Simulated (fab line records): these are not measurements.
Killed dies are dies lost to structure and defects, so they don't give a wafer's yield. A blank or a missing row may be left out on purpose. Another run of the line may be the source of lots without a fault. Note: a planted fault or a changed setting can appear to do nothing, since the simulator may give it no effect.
Matching of chambers	flow nand harc	rie diel-03 running NHARC_A_CONTACT_ETCH_90: 4 sister chambers
The step etches the open film in CH3F/O2, target depth 40 nm, time 85.7 s. 4 wafers are shown with their chamber, then 12 later ones without.

## EACH WAFER AND ITS CHAMBER
wafer	chamber	showerhead plenum p Torr (Torr)
L090.2	1	2.62
L089.1	3	2.33
L089.4	2	2.46
L089.5	0	2.39

## WAFERS MISSING THEIR CHAMBER
wafer	showerhead plenum p Torr (Torr)
L094.2	2.46
L094.3	2.39
L094.5	2.39
L093.2	2.33
L093.4	2.38
L093.5	2.61
L095.1	2.33
L095.3	2.46
L095.5	2.61
L096.3	2.46
L096.5	2.33
L096.6	2.38

## THE CHAMBER EACH PASSED THROUGH
wafer	from the rows above	in truth
L094.2	2	2
L094.3	0	0
L094.5	0	0
L093.2	3	3
L093.4	0	0
L093.5	1	1
L095.1	3	3
L095.3	2	2
L095.5	1	1
L096.3	2	2
L096.5	3	3
L096.6	0	0
12 of 12 placed correctly. From these rows, 0 cannot be placed. Number placed wrongly: 0.
How it was worked out, from the rows above alone: a wafer's distance from a chamber is the root of the sum, over the readings, of the square of ((its reading less the chamber's mean) divided by the reading's scatter). If the next closest chamber is less than 2 further off than the closest, the wafer can't be placed; otherwise it belongs to the closest. Each chamber's mean is taken over the wafers shown for it. The scatter: with one shown wafer a chamber, the root of the mean of the squares of how far each hidden wafer lies from its nearest shown one.
